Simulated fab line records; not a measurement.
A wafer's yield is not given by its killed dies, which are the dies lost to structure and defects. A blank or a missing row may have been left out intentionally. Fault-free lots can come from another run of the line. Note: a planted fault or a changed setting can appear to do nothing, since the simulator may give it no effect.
Which tool was responsible? + flow n5 finfet + 24 lots with 72 wafers sampled at 3 steps, on a route of 1938 steps

WHAT THE GAUGES READ, wafer by wafer
N5_BEOL_M2_THK_MEAS_53: measures by xrf. Usual: M2_THK 39.5 nm, standard deviation 1.7.
| lot  | measured     | on            | M2_THK (nm)    | flag |
|------|--------------|---------------|----------------|------|
| L075 | day 6 19:19  | film metro-01 | 39.1 38.6 38.8 |      |
| L074 | day 6 22:23  | film metro-02 | 37.6 40.7 39.8 |      |
| L076 | day 7 07:19  | film metro-01 | 41.4 40.0 39.2 |      |
| L077 | day 7 11:50  | film metro-01 | 40.8 41.9 39.4 |      |
| L078 | day 8 05:00  | film metro-02 | 40.3 40.5 39.8 |      |
| L079 | day 8 13:03  | film metro-01 | 41.1 41.2 41.2 |      |
| L080 | day 8 16:28  | film metro-02 | 40.4 40.1 39.2 |      |
| L082 | day 8 19:26  | film metro-02 | 36.2 39.8 39.4 |      |
| L081 | day 8 21:55  | film metro-01 | 40.5 38.9 36.3 |      |
| L083 | day 9 00:43  | film metro-01 | 40.5 35.5 40.1 |      |
| L084 | day 9 01:54  | film metro-01 | 40.5 39.5 41.5 |      |
| L085 | day 9 18:20  | film metro-01 | 42.4 41.4 41.3 |      |
| L086 | day 9 22:07  | film metro-01 | 40.8 41.6 39.3 |      |
| L087 | day 10 00:17 | film metro-01 | 37.6 41.0 42.4 |      |
| L088 | day 10 06:51 | film metro-02 | 40.0 42.3 39.0 |      |
| L089 | day 11 00:01 | film metro-02 | 36.5 38.6 36.4 |      |
| L090 | day 10 21:14 | film metro-01 | 41.3 41.7 41.9 |      |
| L091 | day 11 04:50 | film metro-02 | 39.7 39.0 37.5 |      |
| L092 | day 11 22:58 | film metro-01 | 40.6 40.8 41.7 |      |
| L093 | day 11 23:26 | film metro-02 | 40.0 40.7 39.2 |      |
| L094 | day 11 23:38 | film metro-02 | 40.3 37.3 38.3 |      |
| L095 | day 12 04:08 | film metro-01 | 38.7 39.3 40.8 |      |
| L096 | day 12 07:49 | film metro-02 | 42.4 42.7 42.1 |      |
| L097 | day 12 10:12 | film metro-02 | 38.2 40.0 38.9 |      |

WHICH TOOL RAN EACH LOT (tool, then ch and the chambers of the sampled wafers, then the start)
| lot  | N5_BEOL_M2_ETCH_41                            | N5_BEOL_M2_ANNEAL_89         |
|------|-----------------------------------------------|------------------------------|
| L075 | rie diel-05 ch 1,2, day 6 17:31 or earlier    | pvd sputter-01, day 6 17:31  |
| L074 | rie diel-04 ch 0,2, day 6 20:42 or earlier    | pvd sputter-03, day 6 20:42  |
| L076 | rie diel-04 ch 0,1,2, day 7 05:43 or earlier  | pvd sputter-02, day 7 05:43  |
| L077 | rie diel-03 ch 1,2, day 7 09:58 or earlier    | pvd sputter-01, day 7 09:58  |
| L078 | rie diel-03 ch 0,3, day 8 02:58 or earlier    | pvd sputter-03, day 8 02:58  |
| L079 | rie diel-03 ch 0,2,3, day 8 11:28 or earlier  | pvd sputter-03, day 8 11:28  |
| L080 | rie diel-04 ch 1,3, day 8 14:53 or earlier    | pvd sputter-02, day 8 14:53  |
| L082 | rie diel-05 ch 2,3, day 8 17:51 or earlier    | pvd sputter-01, day 8 17:51  |
| L081 | rie diel-05 ch 0,2,3, day 8 20:20 or earlier  | pvd sputter-02, day 8 20:20  |
| L083 | rie diel-05 ch 0,1,3, day 8 23:08 or earlier  | pvd sputter-02, day 8 23:08  |
| L084 | rie diel-04 ch 0,1,3, day 9 00:19 or earlier  | pvd sputter-03, day 9 00:19  |
| L085 | rie diel-05 ch 0,3, day 9 16:45 or earlier    | pvd sputter-03, day 9 16:45  |
| L086 | rie diel-05 ch 0,1,3, day 9 20:32 or earlier  | pvd sputter-02, day 9 20:32  |
| L087 | rie diel-05 ch 0,2,3, day 9 22:41 or earlier  | pvd sputter-01, day 9 22:41  |
| L088 | rie diel-05 ch 0,1,3, day 10 05:16 or earlier | pvd sputter-01, day 10 05:16 |
| L089 | rie diel-05 ch 0,2,3, day 10 22:25 or earlier | pvd sputter-01, day 10 22:25 |
| L090 | rie diel-04 ch 0,2, day 10 19:38 or earlier   | pvd sputter-02, day 10 19:38 |
| L091 | rie diel-05 ch 0,1,3, day 11 03:14 or earlier | pvd sputter-01, day 11 03:14 |
| L092 | rie diel-04 ch 0,2, day 11 21:23 or earlier   | pvd sputter-02, day 11 21:23 |
| L093 | rie diel-05 ch 1,3, day 11 21:46 or earlier   | pvd sputter-01, day 11 21:46 |
| L094 | rie diel-04 ch 0,1,2, day 11 21:59 or earlier | pvd sputter-03, day 11 21:59 |
| L095 | rie diel-03 ch 0,2,3, day 12 02:23 or earlier | pvd sputter-01, day 12 02:23 |
| L096 | rie diel-03 ch 0,2, day 12 06:10 or earlier   | pvd sputter-01, day 12 06:10 |
| L097 | rie diel-05 ch 0,3, day 12 08:26 or earlier   | pvd sputter-01, day 12 08:26 |
- N5_BEOL_M2_ETCH_41: etches SiCN in CH3F/O2, target depth 29.9 nm, time 52.5 s.
- N5_BEOL_M2_ANNEAL_89: time 240 s.

AS READ BY THE TOOLS THEMSELVES (means over the sampled wafers that have a number; for cases with no such wafer, the mark the record gives instead)
N5_BEOL_M2_ETCH_41. Usual: drypump motor current A 5.8 A, standard deviation 0.4; oes product au 0.80 a.u., standard deviation 0.088; rf vpp V 297.3 V, standard deviation 1.6; showerhead plenum p Torr 2.00 Torr, standard deviation 0.064; throttle valve pct 16.26 %, standard deviation 0.23.
| lot  | tool        | drypump motor current A (A) | oes product au (a.u.) | rf vpp V (V) | showerhead plenum p Torr (Torr) | throttle valve pct (%) | flag |
|------|-------------|-----------------------------|-----------------------|--------------|---------------------------------|------------------------|------|
| L075 | rie diel-05 | 5.4                         | 0.85                  | 296.5        | 1.95                            | 16.02                  |      |
| L074 | rie diel-04 | 5.8                         | 0.90                  | 296.8        | 1.95                            | 16.32                  |      |
| L076 | rie diel-04 | 6.0                         | 0.85                  | 297.3        | 2.00                            | 16.33                  |      |
| L077 | rie diel-03 | 5.7                         | 0.77                  | 297.4        | 1.98                            | 16.28                  |      |
| L078 | rie diel-03 | 6.0                         | 0.82                  | 297.4        | 1.96                            | 16.35                  |      |
| L079 | rie diel-03 | 6.2                         | 0.81                  | 296.6        | 1.96                            | 16.29                  |      |
| L080 | rie diel-04 | 6.1                         | 0.76                  | 298.5        | 2.08                            | 16.59                  |      |
| L082 | rie diel-05 | 5.5                         | 0.74                  | 297.4        | 2.01                            | 16.28                  |      |
| L081 | rie diel-05 | 5.4                         | 0.78                  | 298.2        | 2.01                            | 16.10                  |      |
| L083 | rie diel-05 | 5.6                         | 0.82                  | 296.9        | 2.02                            | 16.18                  |      |
| L084 | rie diel-04 | 6.0                         | 0.84                  | 298.2        | 2.05                            | 16.48                  |      |
| L085 | rie diel-05 | 5.6                         | 0.76                  | 298.3        | 2.05                            | 16.26                  |      |
| L086 | rie diel-05 | 5.6                         | 0.82                  | 297.7        | 2.02                            | 16.20                  |      |
| L087 | rie diel-05 | 5.4                         | 0.78                  | 297.4        | 2.01                            | 16.12                  |      |
| L088 | rie diel-05 | 5.6                         | 0.82                  | 298.2        | 2.02                            | 16.20                  |      |
| L089 | rie diel-05 | 5.5                         | 0.76                  | 297.0        | 2.01                            | 16.14                  |      |
| L090 | rie diel-04 | 5.7                         | 0.94                  | 297.3        | 2.02                            | 16.20                  |      |
| L091 | rie diel-05 | 5.6                         | 0.79                  | 298.2        | 2.01                            | 16.22                  |      |
| L092 | rie diel-04 | 5.8                         | 0.92                  | 299.1        | 2.08                            | 16.06                  |      |
| L093 | rie diel-05 | 5.7                         | 0.75                  | 297.6        | 2.01                            | 16.42                  |      |
| L094 | rie diel-04 | 6.0                         | 0.89                  | 298.5        | 2.07                            | 16.23                  |      |
| L095 | rie diel-03 | 6.2                         | 0.78                  | 296.6        | 1.96                            | 16.34                  |      |
| L096 | rie diel-03 | 6.3                         | 0.81                  | 295.6        | 1.95                            | 16.24                  |      |
| L097 | rie diel-05 | 5.6                         | 0.73                  | 298.7        | 2.04                            | 16.31                  |      |

N5_BEOL_M2_ANNEAL_89. Usual: heater power w reads 806 W (standard deviation 60).
| lot  | tool           | heater power w (W) | flag |
|------|----------------|--------------------|------|
| L075 | pvd sputter-01 | 790                |      |
| L074 | pvd sputter-03 | 816                |      |
| L076 | pvd sputter-02 | 735                |      |
| L077 | pvd sputter-01 | 843                |      |
| L078 | pvd sputter-03 | 825                |      |
| L079 | pvd sputter-03 | 855                |      |
| L080 | pvd sputter-02 | 759                |      |
| L082 | pvd sputter-01 | 779                |      |
| L081 | pvd sputter-02 | 740                |      |
| L083 | pvd sputter-02 | 737                |      |
| L084 | pvd sputter-03 | 849                |      |
| L085 | pvd sputter-03 | 811                |      |
| L086 | pvd sputter-02 | 730                |      |
| L087 | pvd sputter-01 | 821                |      |
| L088 | pvd sputter-01 | 829                |      |
| L089 | pvd sputter-01 | 802                |      |
| L090 | pvd sputter-02 | 740                |      |
| L091 | pvd sputter-01 | 811                |      |
| L092 | pvd sputter-02 | 749                |      |
| L093 | pvd sputter-01 | 779                |      |
| L094 | pvd sputter-03 | 848                |      |
| L095 | pvd sputter-01 | 772                |      |
| L096 | pvd sputter-01 | 840                |      |
| L097 | pvd sputter-01 | 818                |      |

THE ANSWER, worked out from the rows above alone
Rule: take the mean of a lot's wafers that have a number; if it is more than 3 standard deviations from the usual mean, the lot is off. Also off: a lot with no number at a reading for which 4 or more lots have one. The other lots that the step has rows for count as sound. The gauges are gone through in route order, then the tools' own readings, and for those a lot's mean is taken as printed above. At the first step where some lot is off, the reading lying furthest off is the one used; lots without a number count as furthest.
No lot is off at any reading shown: from this, nothing can be told.

WHAT HAD BEEN PUT IN BY THE SIMULATOR
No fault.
